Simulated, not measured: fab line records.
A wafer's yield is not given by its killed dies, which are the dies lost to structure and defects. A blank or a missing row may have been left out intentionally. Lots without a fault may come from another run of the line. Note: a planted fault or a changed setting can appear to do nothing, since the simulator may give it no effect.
What tool caused it?    flow nand-harc    Sampling: 24 lots, 72 wafers, 5 of 1302 route steps

WHAT THE GAUGES SHOWED, per wafer
NHARC_P_BONDPAD_OVL_MEAS_38. Usual: overlay-x-nm 1 nm, standard deviation 5.7; overlay-y-nm 1 nm, standard deviation 6.
lot   measured      on          overlay-x-nm (nm)  overlay-y-nm (nm)  flag
L074  day 6 19:50   overlay-02  3 3 3              -10 -11 -10        
L075  day 7 03:16   overlay-02  5 5 5              1 1 2              
L076  day 7 07:07   overlay-01  3 2 3              4 4 4              
L077  day 8 01:13   overlay-01  -6 -6 -6           -7 -7 -7           
L078  day 8 15:38   overlay-02  0 0 0              -10 -10 -10        
L079  day 8 16:08   overlay-01  -2 -1 -1           -6 -6 -6           
L080  day 9 03:23   overlay-02  8 7 8              5 5 5              
L081  day 9 13:18   overlay-02  7 7 8              1 2 1              
L082  day 9 18:50   overlay-01  -3 -1 -1           -1 -1 0            
L083  day 10 13:57  overlay-02  -2 -2 -2           -2 -2 -2           
L084  day 10 18:46  overlay-01  0 0 0              0 0 -1             
L085  day 11 05:08  overlay-01  -10 -10 -9         9 9 8              
L086  day 11 08:47  overlay-01  4 4 5              4 5 5              
L087  day 11 23:17  overlay-01  7 7 7              6 5 5              
L088  day 12 16:14  overlay-01  2 2 1              3 3 3              
L089  day 12 17:27  overlay-01  -12 -12 -12        -11 -11 -12        
L090  day 13 09:24  overlay-01  3 4 3              8 8 8              
L091  day 13 15:32  overlay-01  8 8 8              6 7 6              
L092  day 14 09:46  overlay-02  2 2 2              2 2 2              
L093  day 14 15:23  overlay-02  -5 -5 -6           10 10 9            
L094  day 14 22:36  overlay-02  -2 -2 -2           0 0 0              
L095  day 15 12:34  overlay-02  1 1 1              5 5 6              
L096  day 15 21:30  overlay-02  3 3 3              -1 -2 -1           
L097  day 16 07:44  overlay-02  15 14 14           3 4 4              

NHARC_A_CHANNEL_HOLE_D1_CD_MEAS_30. Usual: 89.9 nm for cd-nm, sd 0.74.
lot   measured      on         cd-nm (nm)      flag
L074  day 9 00:42   cd-sem-01  89.5 89.3 90.5  
L075  day 9 10:08   cd-sem-03  89.2 88.8 91.4  
L076  day 9 12:14   cd-sem-02  88.8 90.2 89.5  
L077  day 10 02:54  cd-sem-02  90.7 89.9 90.1  
L078  day 10 22:32  cd-sem-01  88.6 90.7 89.8  
L079  day 10 22:19  cd-sem-01  90.3 89.8 90.5  
L080  day 11 08:48  cd-sem-01  89.7 88.8 89.7  
L081  day 11 15:09  cd-sem-02  91.1 90.1 90.3  
L082  day 12 05:50  cd-sem-02  90.3 90.1 90.0  
L083  day 12 14:45  cd-sem-01  88.9 90.2 89.1  
L084  day 13 00:10  cd-sem-01  89.2 88.9 89.1  
L085  day 13 11:25  cd-sem-01  90.6 90.3 92.3  
L086  day 13 08:25  cd-sem-01  90.2 90.2 90.5  
L087  day 14 06:36  cd-sem-01  90.9 90.4 89.9  
L088  day 14 20:55  cd-sem-03  89.5 90.4 91.0  
L089  day 14 22:10  cd-sem-02  90.1 89.5 90.1  
L090  day 15 14:05  cd-sem-01  89.9 91.4 90.4  
L091  day 15 23:09  cd-sem-03  89.4 89.6 90.4  
L092  day 16 17:36  cd-sem-01  88.7 89.2 89.4  
L093  day 16 16:58  cd-sem-03  90.1 89.4 90.2  
L094  day 17 07:48  cd-sem-03  89.7 90.0 90.2  
L095  day 17 19:55  cd-sem-03  90.5 91.3 91.2  
L096  day 18 04:38  cd-sem-03  90.2 90.1 88.7  
L097  day 18 09:58  cd-sem-03  90.0 90.2 90.4  

TOOL THAT RAN EACH LOT (tool first, then ch and the chambers of the sampled wafers, then the start)
lot   NHARC_P_BONDPAD_ETCH_24                        NHARC_P_BONDPAD_ANNEAL_28         NHARC_P_BONDPAD_ACTIVATE_29
L074  rie-diel-02 ch 1,3, day 6 21:43 or earlier     rtp-anneal-01 ch 0, day 6 21:43   rie-diel-11 ch 1,2,3, day 6 22:38
L075  rie-diel-11 ch 1,3, day 7 03:57                rtp-anneal-02 ch 0, day 7 05:11   rie-diel-11 ch 0,3, day 7 06:05
L076  rie-diel-04 ch 0,1,2, day 7 09:01 or earlier   rtp-anneal-01 ch 0, day 7 09:01   rie-diel-02 ch 0,2,3, day 7 09:55
L077  rie-diel-11 ch 2,3, day 8 03:06 or earlier     rtp-anneal-02 ch 0, day 8 03:06   rie-diel-02 ch 0,1,2, day 8 03:59
L078  rie-diel-11 ch 2,3, day 8 17:31 or earlier     rtp-anneal-01 ch 0, day 8 17:31   rie-diel-02 ch 0,3, day 8 18:23
L079  rie-diel-02 ch 0,1,3, day 8 18:23 or earlier   rtp-anneal-01 ch 0, day 8 18:23   rie-diel-02 ch 0,1,2, day 8 19:15
L080  rie-diel-02 ch 1,2,3, day 9 05:13 or earlier   rtp-anneal-01 ch 0, day 9 05:13   rie-diel-11 ch 1,2,3, day 9 06:09
L081  rie-diel-02 ch 1,3, day 9 15:10 or earlier     rtp-anneal-02 ch 0, day 9 15:10   rie-diel-11 ch 0,1,2, day 9 16:04
L082  rie-diel-02 ch 0,2, day 9 20:41 or earlier     rtp-anneal-01 ch 0, day 9 20:41   rie-diel-11 ch 0,1, day 9 21:34
L083  rie-diel-04 ch 0,1,3, day 10 15:45 or earlier  rtp-anneal-02 ch 0, day 10 15:45  rie-diel-04 ch 2,3, day 10 16:41
L084  rie-diel-02 ch 0,3, day 10 20:43 or earlier    rtp-anneal-01 ch 0, day 10 20:43  rie-diel-04 ch 0,3, day 10 21:31
L085  rie-diel-11 ch 2,3, day 11 07:00 or earlier    rtp-anneal-01 ch 0, day 11 07:00  rie-diel-04 ch 1,2,3, day 11 07:56
L086  rie-diel-04 ch 1,2,3, day 11 10:38 or earlier  rtp-anneal-01 ch 0, day 11 10:38  rie-diel-02 ch 2,3, day 11 11:34
L087  rie-diel-04 ch 1,2,3, day 12 01:10 or earlier  rtp-anneal-01 ch 0, day 12 01:10  rie-diel-02 ch 1,2,3, day 12 02:07
L088  rie-diel-04 ch 0,2, day 12 18:02 or earlier    rtp-anneal-02 ch 0, day 12 18:02  rie-diel-04 ch 2,3, day 12 19:00
L089  rie-diel-11 ch 1,2, day 12 19:16 or earlier    rtp-anneal-01 ch 0, day 12 19:16  rie-diel-02 ch 1,2,3, day 12 20:13
L090  rie-diel-04 ch 2,3, day 13 11:18 or earlier    rtp-anneal-01 ch 0, day 13 11:18  rie-diel-02 ch 1,2, day 13 12:08
L091  rie-diel-02 ch 0,3, day 13 17:20 or earlier    rtp-anneal-01 ch 0, day 13 17:20  rie-diel-11 ch 1,3, day 13 18:18
L092  rie-diel-11 ch 2,3, day 14 11:39 or earlier    rtp-anneal-02 ch 0, day 14 11:39  rie-diel-11 ch 0,3, day 14 12:38
L093  rie-diel-02 ch 0,3, day 14 17:14 or earlier    rtp-anneal-02 ch 0, day 14 17:14  rie-diel-11 ch 0,1, day 14 18:11
L094  rie-diel-02 ch 0,2,3, day 15 00:27 or earlier  rtp-anneal-01 ch 0, day 15 00:27  rie-diel-02 ch 0,1, day 15 01:25
L095  rie-diel-04 ch 0,1,3, day 15 14:25 or earlier  rtp-anneal-02 ch 0, day 15 14:25  rie-diel-11 ch 0,2, day 15 15:19
L096  rie-diel-11 ch 1,2,3, day 15 23:22 or earlier  rtp-anneal-02 ch 0, day 15 23:22  rie-diel-11 ch 0,1,3, day 16 00:15
L097  rie-diel-04 ch 1,2, day 16 09:32 or earlier    rtp-anneal-02 ch 0, day 16 09:32  rie-diel-02 ch 0,1,3, day 16 10:30
- NHARC_P_BONDPAD_ETCH_24: etches the open film in CF4/N2, target depth 30 nm, time 72.99 s.
- NHARC_P_BONDPAD_ANNEAL_28: time 90 s.
- NHARC_P_BONDPAD_ACTIVATE_29: chemistry N2, time 60 s.

AS READ BY THE TOOLS THEMSELVES (means over the sampled wafers that have a number; for cases with no such wafer, the mark the record gives instead)
NHARC_P_BONDPAD_ETCH_24. Usual: drypump-motor-current-A 5.9 A, standard deviation 0.43; oes-product-au 0.997 a.u., standard deviation 0.007; rf-vpp-V 314.4 V, standard deviation 2; showerhead-plenum-p-Torr 2.65 Torr, standard deviation 0.11; throttle-valve-pct 19.794 %, standard deviation 0.0088.
lot   tool         drypump-motor-current-A (A)  oes-product-au (a.u.)  rf-vpp-V (V)  showerhead-plenum-p-Torr (Torr)  throttle-valve-pct (%)  flag
L074  rie-diel-02  6.0                          1.001                  316.3         2.74                             19.793                  
L075  rie-diel-11  5.5                          0.999                  313.3         2.59                             19.797                  
L076  rie-diel-04  6.1                          0.996                  314.1         2.61                             19.803                  
L077  rie-diel-11  5.4                          0.998                  316.2         2.76                             19.803                  
L078  rie-diel-11  5.4                          1.005                  316.6         2.76                             19.797                  
L079  rie-diel-02  6.2                          0.992                  315.3         2.68                             19.796                  
L080  rie-diel-02  5.8                          1.002                  315.0         2.70                             19.800                  
L081  rie-diel-02  6.0                          0.999                  316.5         2.73                             19.795                  
L082  rie-diel-02  6.1                          0.994                  313.7         2.61                             19.792                  
L083  rie-diel-04  5.9                          0.999                  315.5         2.66                             19.798                  
L084  rie-diel-02  6.3                          0.997                  314.8         2.65                             19.793                  
L085  rie-diel-11  5.4                          1.000                  315.8         2.76                             19.793                  
L086  rie-diel-04  5.7                          0.990                  314.4         2.63                             19.799                  
L087  rie-diel-04  5.7                          0.989                  314.5         2.63                             19.792                  
L088  rie-diel-04  6.2                          0.999                  311.6         2.49                             19.799                  
L089  rie-diel-11  6.0                          0.995                  312.3         2.58                             19.791                  
L090  rie-diel-04  5.9                          0.994                  312.2         2.52                             19.784                  
L091  rie-diel-02  6.3                          0.995                  314.2         2.64                             19.790                  
L092  rie-diel-11  5.4                          0.994                  315.9         2.76                             19.799                  
L093  rie-diel-02  6.1                          0.999                  315.8         2.70                             19.786                  
L094  rie-diel-02  6.0                          1.002                  314.7         2.66                             19.793                  
L095  rie-diel-04  6.0                          0.990                  315.1         2.66                             19.795                  
L096  rie-diel-11  5.7                          0.997                  314.6         2.64                             19.794                  
L097  rie-diel-04  5.7                          0.995                  315.0         2.68                             19.792                  

NHARC_P_BONDPAD_ANNEAL_28. Usual: 225.59 for wafer_temp_C_max, sd 0.18.
lot   tool           wafer_temp_C_max  flag
L074  rtp-anneal-01  225.67            
L075  rtp-anneal-02  225.61            
L076  rtp-anneal-01  225.59            
L077  rtp-anneal-02  225.37            
L078  rtp-anneal-01  225.66            
L079  rtp-anneal-01  225.68            
L080  rtp-anneal-01  225.46            
L081  rtp-anneal-02  225.62            
L082  rtp-anneal-01  225.35            
L083  rtp-anneal-02  225.61            
L084  rtp-anneal-01  225.58            
L085  rtp-anneal-01  225.48            
L086  rtp-anneal-01  225.49            
L087  rtp-anneal-01  225.55            
L088  rtp-anneal-02  225.53            
L089  rtp-anneal-01  225.68            
L090  rtp-anneal-01  225.77            
L091  rtp-anneal-01  225.57            
L092  rtp-anneal-02  225.52            
L093  rtp-anneal-02  225.70            
L094  rtp-anneal-01  225.63            
L095  rtp-anneal-02  225.87            
L096  rtp-anneal-02  225.44            
L097  rtp-anneal-02  225.53            

NHARC_P_BONDPAD_ACTIVATE_29. Usual: drypump-motor-current-A 5.9 A, standard deviation 0.43; oes-product-au 0.998 a.u., standard deviation 0.0077; rf-vpp-V 64.2 V, standard deviation 0.89; showerhead-plenum-p-Torr 1.78 Torr, standard deviation 0.075.
lot   tool         drypump-motor-current-A (A)  oes-product-au (a.u.)  rf-vpp-V (V)  showerhead-plenum-p-Torr (Torr)  flag
L074  rie-diel-11  5.6                          0.998                  64.0          1.78                             
L075  rie-diel-11  5.6                          0.998                  64.8          1.78                             
L076  rie-diel-02  6.0                          1.002                  64.0          1.80                             
L077  rie-diel-02  6.0                          0.997                  64.4          1.78                             
L078  rie-diel-02  6.2                          1.000                  64.6          1.82                             
L079  rie-diel-02  6.0                          1.007                  63.2          1.78                             
L080  rie-diel-11  5.7                          0.995                  63.9          1.78                             
L081  rie-diel-11  5.9                          1.011                  63.8          1.77                             
L082  rie-diel-11  6.1                          0.995                  64.7          1.69                             
L083  rie-diel-04  5.7                          0.992                  64.0          1.73                             
L084  rie-diel-04  6.3                          0.994                  64.0          1.74                             
L085  rie-diel-04  5.7                          0.990                  63.3          1.77                             
L086  rie-diel-02  5.8                          0.996                  64.2          1.83                             
L087  rie-diel-02  5.8                          0.998                  64.0          1.82                             
L088  rie-diel-04  5.7                          1.000                  64.0          1.73                             
L089  rie-diel-02  5.8                          0.989                  63.5          1.82                             
L090  rie-diel-02  5.8                          1.004                  64.3          1.81                             
L091  rie-diel-11  5.5                          1.001                  63.7          1.73                             
L092  rie-diel-11  5.3                          1.000                  65.0          1.78                             
L093  rie-diel-11  5.9                          0.988                  64.4          1.73                             
L094  rie-diel-02  6.4                          1.006                  64.5          1.77                             
L095  rie-diel-11  5.7                          0.997                  64.0          1.82                             
L096  rie-diel-11  5.7                          0.995                  64.1          1.73                             
L097  rie-diel-02  6.2                          0.993                  63.5          1.80                             

THE ANSWER, worked out from the rows above alone
Rule: a lot counts as off when the mean over its wafers that have a number is more than 3 standard deviations away from the usual mean. Also off: a lot with no number at a reading for which 4 or more lots have one. Any other lot the step has rows for is counted as sound. After the gauges, taken in route order, come the tools' own readings; for these a lot's mean is taken, as printed above. The first step at which some lot is off is used, and at that step the reading that is off furthest; a lot without a number counts as furthest.
None of the lots is off at any reading shown; this tells nothing.

WHAT WAS PUT IN BY THE SIMULATOR
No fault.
